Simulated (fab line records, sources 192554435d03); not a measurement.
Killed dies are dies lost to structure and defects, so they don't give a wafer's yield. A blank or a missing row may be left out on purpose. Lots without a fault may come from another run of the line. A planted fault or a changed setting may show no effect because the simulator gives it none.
Split-lot experiment | flow n5_finfet | 7 lots, 21 wafers read, on a route of 1938 steps

THE SPLIT
At N5_BEOL_M4_COAT_73 (time 60 s, resist thk 5 nm), the setting spin_rpm was moved away from the recipe's 1500 rpm on 6 of the 21 wafers read, by -3.8% to +6.9%. The other wafers ran this setting at the recipe's value.

FROM THE SPLIT TO THE READING: what the file shows between them, 3 steps
- N5_BEOL_M4_COAT_05: resist thk 30 nm
- N5_BEOL_M4_EBR_07
- N5_BEOL_M4_DESCUM_16: chemistry O2, time 7 s

THE READING
etch.depth_nm (the simulator's own value, which no gauge read), in nm, at N5_BEOL_M4_ETCH_74 (etches underlayer in N2/H2, target depth 6.5 nm, time 5.2 s). The file gives no usual value for it. The 15 wafers here that ran the recipe average 5.002 nm, standard deviation 0.015 nm.

wafer  | tool, chamber at the split | spin_rpm as run, rpm | against the recipe | etch.depth_nm, nm | against lot-mates on the recipe
L077.1 | litho_track-02, 0          | 1500                 | recipe             | 4.991             | -
L077.3 | litho_track-02, 0          | 1443                 | -3.8%              | 5.115             | +0.115
L077.5 | litho_track-02, 0          | 1500                 | recipe             | 5.009             | -
L074.1 | litho_track-05, 0          | 1500                 | recipe             | 4.997             | -
L074.4 | litho_track-05, 0          | 1458                 | -2.8%              | 5.059             | +0.066
L074.6 | litho_track-05, 0          | 1500                 | recipe             | 4.989             | -
L079.1 | litho_track-04, 0          | 1500                 | recipe             | 4.984             | -
L079.3 | litho_track-04, 0          | 1500                 | recipe             | 4.997             | -
L079.4 | litho_track-04, 0          | 1500                 | recipe             | 4.989             | -
L081.1 | litho_track-04, 0          | 1559                 | +3.9%              | 4.889             | -0.095
L081.3 | litho_track-04, 0          | 1559                 | +3.9%              | 4.874             | -0.110
L081.6 | litho_track-04, 0          | 1500                 | recipe             | 4.984             | -
L087.1 | litho_track-02, 0          | 1500                 | recipe             | 5.035             | -
L087.2 | litho_track-02, 0          | 1500                 | recipe             | 5.026             | -
L087.3 | litho_track-02, 0          | 1603                 | +6.9%              | 4.872             | -0.159
L088.2 | litho_track-04, 0          | 1500                 | recipe             | 5.011             | -
L088.3 | litho_track-04, 0          | 1500                 | recipe             | 5.006             | -
L088.6 | litho_track-04, 0          | 1500                 | recipe             | 5.007             | -
L092.1 | litho_track-04, 0          | 1451                 | -3.3%              | 5.101             | +0.096
L092.5 | litho_track-04, 0          | 1500                 | recipe             | 4.99              | -
L092.6 | litho_track-04, 0          | 1500                 | recipe             | 5.019             | -

THE FIT
A straight line over all 21 wafers: etch.depth_nm changes by -0.0248 nm for each +1% of spin_rpm; r = -0.95; the points scatter about the line by 0.019 nm.
The same after taking each lot's own level away (the mean of its wafers on the recipe; 21 wafers): -0.0256 nm for each +1%; r = -0.99; scatter 0.0092 nm.
On that fit, the largest move of spin_rpm shifts the reading by 0.18 nm.
The lots' own levels span 4.9840 to 5.0305 nm, that is 3.1 times the standard deviation above.
So the lot-to-lot level changes the slope little: the two slopes agree.
Check: with one of the wafers moved furthest among these (+6.9%) left out of the fit, the line predicts -0.186 nm for it against its lot-mates. It came out at -0.159 nm against them.

THE FILE'S OWN FIT
etch.depth_nm changes by -0.0254 nm for each +1% of spin_rpm, r = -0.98.
